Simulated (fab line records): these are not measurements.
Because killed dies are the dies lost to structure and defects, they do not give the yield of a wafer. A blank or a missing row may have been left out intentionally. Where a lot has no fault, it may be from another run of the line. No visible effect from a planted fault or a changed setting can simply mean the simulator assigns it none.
Which tool is to blame? | flow nand harc | 24 lots with 72 wafers sampled at 4 steps, on a route of 1302 steps

WHAT THE GAUGES SHOWED, per wafer
NHARC_A_BONDPAD_OVL_MEAS_35.
lot  | measured     | on         | overlay x nm (nm) | overlay y nm (nm)
L074 | day 23 06:27 | overlay-01 | -4 -5 -5          | -8 -8 -8
L075 | day 23 12:32 | overlay-01 | 2 2 2             | 0 0 0
L076 | day 23 13:37 | overlay-02 | 4 3 4             | 12 13 12
L077 | day 24 02:40 | overlay-02 | -2 -2 -1          | -1 0 -1
L078 | day 24 13:12 | overlay-02 | 4 4 4             | 2 2 2
L079 | day 24 19:58 | overlay-01 | 0 1 1             | 6 5 5
L080 | day 25 12:34 | overlay-01 | 0 0 0             | 1 1 1
L081 | day 26 05:56 | overlay-02 | -1 -1 -1          | -8 -8 -8
L083 | day 26 18:53 | overlay-02 | -5 -6 -5          | -6 -5 -6
L082 | day 26 20:08 | overlay-02 | 2 1 2             | 3 3 3
L084 | day 27 20:49 | overlay-02 | 1 1 1             | -3 -3 -3
L085 | day 27 22:02 | overlay-01 | 1 1 1             | -12 -12 -12
L087 | day 28 10:30 | overlay-01 | -3 -2 -2          | 0 0 0
L088 | day 28 13:02 | overlay-01 | 4 3 3             | 5 4 5
L086 | day 28 13:36 | overlay-02 | 2 2 2             | -3 -3 -4
L089 | day 28 14:53 | overlay-02 | 5 5 5             | 0 0 1
L091 | day 29 15:48 | overlay-02 | -6 -6 -6          | -1 -1 -1
L090 | day 29 17:18 | overlay-02 | -5 -6 -6          | -1 -1 -1
L092 | day 30 12:10 | overlay-02 | -6 -5 -6          | 0 1 0
L093 | day 30 16:46 | overlay-01 | -4 -4 -4          | -4 -4 -4
L094 | day 30 21:07 | overlay-02 | 5 5 5             | -11 -10 -10
L095 | day 31 14:58 | overlay-02 | -3 -3 -3          | -6 -6 -6
L096 | day 31 15:47 | overlay-02 | 2 2 2             | -7 -7 -6
L097 | day 33 09:39 | overlay-02 | -1 -1 0           | -8 -8 -8

TOOL THAT RAN EACH LOT (tool first, then ch and the chambers of the sampled wafers, then the start)
lot  | NHARC_A_M0_DEP_32               | NHARC_A_M1_STRIP_18                | NHARC_A_M1_DEGAS_29
L074 | pecvd-02 ch 1,2, day 23 00:34   | rie diel-03 ch 0,1,2, day 23 02:14 | pvd sputter-02, day 23 02:53
L075 | pecvd-03 ch 0,1, day 23 06:31   | rie diel-05 ch 0,1,3, day 23 08:21 | pvd sputter-02, day 23 08:56
L076 | pecvd-04 ch 0,2, day 23 07:34   | rie diel-03 ch 0,2,3, day 23 09:23 | pvd sputter-02, day 23 10:02
L077 | pecvd-04 ch 0,1, day 23 20:37   | rie diel-03 ch 1,2,3, day 23 22:26 | pvd sputter-02, day 23 23:05
L078 | pecvd-04 ch 0,1, day 24 07:02   | rie diel-13 ch 0,1,2, day 24 08:48 | pvd sputter-01, day 24 09:28
L079 | pecvd-02 ch 0,1,2, day 24 13:56 | rie diel-13 ch 0,2,3, day 24 15:46 | pvd sputter-03, day 24 16:24
L080 | pecvd-03 ch 0,1,2, day 25 06:34 | rie diel-13 ch 1,2,3, day 25 08:22 | pvd sputter-03, day 25 09:01
L081 | pecvd-04 ch 0,1,2, day 26 00:02 | rie diel-05 ch 0,1,2, day 26 01:46 | pvd sputter-01, day 26 02:22
L083 | pecvd-04 ch 0,1,2, day 26 12:31 | rie diel-05 ch 0,1, day 26 14:40   | pvd sputter-01, day 26 15:19
L082 | pecvd-03 ch 0,1,2, day 26 14:14 | rie diel-05 ch 0,2,3, day 26 15:59 | pvd sputter-03, day 26 16:34
L084 | pecvd-02 ch 1,2, day 27 14:17   | rie diel-05 ch 0,3, day 27 16:07   | pvd sputter-01, day 27 17:05
L085 | pecvd-02 ch 0,1, day 27 16:16   | rie diel-13 ch 0,2, day 27 17:57   | pvd sputter-03, day 27 18:35
L087 | pecvd-04 ch 0,1,2, day 28 04:34 | rie diel-05 ch 0,1,3, day 28 06:21 | pvd sputter-03, day 28 06:56
L088 | pecvd-02 ch 0,1, day 28 07:04   | rie diel-13 ch 0,3, day 28 08:49   | pvd sputter-01, day 28 09:28
L086 | pecvd-02 ch 1,2, day 28 07:36   | rie diel-13 ch 1,2,3, day 28 09:23 | pvd sputter-03, day 28 10:02
L089 | pecvd-04 ch 1,2, day 28 08:59   | rie diel-13 ch 0,2,3, day 28 10:40 | pvd sputter-02, day 28 11:18
L091 | pecvd-04 ch 0,1,2, day 29 09:52 | rie diel-05 ch 1,2,3, day 29 11:41 | pvd sputter-01, day 29 12:18
L090 | pecvd-04 ch 1,2, day 29 11:17   | rie diel-03 ch 1,2,3, day 29 13:06 | pvd sputter-01, day 29 13:44
L092 | pecvd-04 ch 0,2, day 30 06:06   | rie diel-03 ch 1,2,3, day 30 07:57 | pvd sputter-01, day 30 08:35
L093 | pecvd-04 ch 0,1, day 30 10:47   | rie diel-13 ch 0,1,2, day 30 12:35 | pvd sputter-02, day 30 13:13
L094 | pecvd-02 ch 0,1,2, day 30 15:14 | rie diel-03 ch 1,2,3, day 30 17:02 | pvd sputter-02, day 30 17:41
L095 | pecvd-04 ch 0,1, day 31 09:04   | rie diel-03 ch 1,2,3, day 31 10:56 | pvd sputter-01, day 31 11:32
L096 | pecvd-04 ch 1,2, day 31 09:46   | rie diel-13 ch 1,2, day 31 11:36   | pvd sputter-02, day 31 12:14
L097 | pecvd-03 ch 0,1, day 33 03:40   | rie diel-03 ch 0,1,3, day 33 05:29 | pvd sputter-02, day 33 06:05
- NHARC_A_M0_DEP_32: deposits SiCN, target thk 30 nm.
- NHARC_A_M1_STRIP_18: strips in N2/H2.
- NHARC_A_M1_DEGAS_29: time 60 s.

AS READ BY THE TOOLS THEMSELVES (means over the sampled wafers that have a number; for cases with no such wafer, the mark the record gives instead)
NHARC_A_M0_DEP_32.
lot  | tool     | heater power w (W)
L074 | pecvd-02 | 522
L075 | pecvd-03 | 600
L076 | pecvd-04 | 537
L077 | pecvd-04 | 553
L078 | pecvd-04 | 596
L079 | pecvd-02 | 568
L080 | pecvd-03 | 587
L081 | pecvd-04 | 561
L083 | pecvd-04 | 549
L082 | pecvd-03 | 578
L084 | pecvd-02 | 568
L085 | pecvd-02 | 573
L087 | pecvd-04 | 526
L088 | pecvd-02 | 582
L086 | pecvd-02 | 560
L089 | pecvd-04 | 538
L091 | pecvd-04 | 567
L090 | pecvd-04 | 498
L092 | pecvd-04 | 560
L093 | pecvd-04 | 539
L094 | pecvd-02 | 548
L095 | pecvd-04 | 503
L096 | pecvd-04 | 556
L097 | pecvd-03 | 559

NHARC_A_M1_STRIP_18.
lot  | tool        | drypump motor current A (A) | oes product au (a.u.) | rf vpp V (V) | showerhead plenum p Torr (Torr) | throttle valve pct (%)
L074 | rie diel-03 | 5.3                         | 0.989                 | 89.9         | 1.98                            | 14.173
L075 | rie diel-05 | 5.8                         | 0.992                 | 90.6         | 2.13                            | 14.173
L076 | rie diel-03 | 5.6                         | 1.000                 | 91.3         | 2.00                            | 14.167
L077 | rie diel-03 | 5.7                         | 0.998                 | 90.0         | 1.99                            | 14.177
L078 | rie diel-13 | 6.0                         | 0.993                 | 91.0         | 2.04                            | 14.183
L079 | rie diel-13 | 6.1                         | 0.993                 | 90.4         | 2.02                            | 14.162
L080 | rie diel-13 | 6.1                         | 1.001                 | 90.7         | 1.99                            | 14.170
L081 | rie diel-05 | 5.6                         | 1.004                 | 91.4         | 2.14                            | 14.166
L083 | rie diel-05 | 5.7                         | 0.987                 | 91.5         | 2.10                            | 14.177
L082 | rie diel-05 | 5.9                         | 0.992                 | 91.3         | 2.13                            | 14.166
L084 | rie diel-05 | 6.1                         | 1.005                 | 91.4         | 2.12                            | 14.164
L085 | rie diel-13 | 6.0                         | 0.989                 | 90.9         | 2.07                            | 14.172
L087 | rie diel-05 | 5.8                         | 0.998                 | 91.5         | 2.13                            | 14.175
L088 | rie diel-13 | 6.4                         | 1.003                 | 91.0         | 2.04                            | 14.182
L086 | rie diel-13 | 6.1                         | 1.001                 | 90.5         | 1.98                            | 14.174
L089 | rie diel-13 | 6.1                         | 0.992                 | 90.3         | 2.02                            | 14.166
L091 | rie diel-05 | 5.6                         | 1.001                 | 92.2         | 2.18                            | 14.165
L090 | rie diel-03 | 5.7                         | 1.005                 | 90.6         | 1.99                            | 14.173
L092 | rie diel-03 | 5.7                         | 1.009                 | 90.8         | 1.99                            | 14.181
L093 | rie diel-13 | 6.0                         | 1.004                 | 90.8         | 2.04                            | 14.169
L094 | rie diel-03 | 5.7                         | 1.001                 | 89.8         | 1.99                            | 14.170
L095 | rie diel-03 | 5.7                         | 0.997                 | 90.2         | 1.99                            | 14.166
L096 | rie diel-13 | 6.0                         | 0.997                 | 90.5         | 2.00                            | 14.169
L097 | rie diel-03 | 5.4                         | 0.995                 | 89.7         | 2.00                            | 14.163

NHARC_A_M1_DEGAS_29.
lot  | tool           | heater power w (W)
L074 | pvd sputter-02 | 321
L075 | pvd sputter-02 | 314
L076 | pvd sputter-02 | 319
L077 | pvd sputter-02 | 327
L078 | pvd sputter-01 | 332
L079 | pvd sputter-03 | 353
L080 | pvd sputter-03 | 337
L081 | pvd sputter-01 | 332
L083 | pvd sputter-01 | 333
L082 | pvd sputter-03 | 340
L084 | pvd sputter-01 | 331
L085 | pvd sputter-03 | 363
L087 | pvd sputter-03 | 337
L088 | pvd sputter-01 | 329
L086 | pvd sputter-03 | 336
L089 | pvd sputter-02 | 316
L091 | pvd sputter-01 | 342
L090 | pvd sputter-01 | 332
L092 | pvd sputter-01 | 325
L093 | pvd sputter-02 | 327
L094 | pvd sputter-02 | 324
L095 | pvd sputter-01 | 330
L096 | pvd sputter-02 | 332
L097 | pvd sputter-02 | 313

THE ANSWER, worked out from the rows above alone
Rule: the usual values come from the lots themselves. Put in order of their means at a reading, lots are off if they are a third of the lots or fewer, leave a main group of 4 or more, and stand apart from it by a gap of 3 or more times the standard deviation of the main group's means; of several such gaps the widest counts. The tables above print the reading to a certain number of digits; a main group whose means all agree to those digits is not used. A lot without any number at a reading at which 4 lots or more have one is off too. The other lots that the step has rows for count as sound. Order of review: gauges by route order, followed by the tools' own readings, for which a lot's mean as printed above is used. The first step at which some lot is off is used, and at that step the reading that is off furthest; a lot without a number counts as furthest.
No lot is off on any of the readings shown, so nothing can be concluded from this.

WHAT HAD BEEN PUT IN BY THE SIMULATOR
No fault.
